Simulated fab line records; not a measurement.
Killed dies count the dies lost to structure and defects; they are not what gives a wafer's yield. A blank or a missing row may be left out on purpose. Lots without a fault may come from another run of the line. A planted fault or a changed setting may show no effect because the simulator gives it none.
Matching of chambers	flow n5 finfet	N5_BEOL_M11_DEP_56 on pecvd-04 has 3 sister chambers
The step deposits SiCN from 3MS/NH3, target thk 30 nm, time 10.5 s. 3 wafers are shown with their chamber, then 6 later ones without.

== WAFERS WITH THEIR CHAMBER ==
wafer	chamber	showerhead vpp V (V)
L439.5	1	1862
L440.1	2	1604
L440.3	0	1819

== WAFERS WITHOUT THEIR CHAMBER ==
wafer	showerhead vpp V (V)
L440.4	1604
L443.2	1807
L443.3	1579
L443.4	1604
L448.3	1606
L448.4	1827

== CHAMBER TAKEN BY EACH ==
wafer	from the rows above	in truth
L440.4	2	2
L443.2	0	0
L443.3	2	2
L443.4	2	2
L448.3	2	2
L448.4	0	0
6 of 6 placed correctly. From these rows, 0 cannot be placed. Placed wrongly: 0.
How it was worked out, from the rows above alone: a wafer's distance from a chamber is the root of the sum, over the readings, of the square of ((its reading less the chamber's mean) divided by the reading's scatter). The wafer belongs to the nearest chamber; if the next one is less than 2 further off, it can't be placed. A chamber's mean is the mean of its shown wafers. The scatter: root of mean squared gap, hidden wafer to nearest shown wafer, with one shown wafer a chamber.
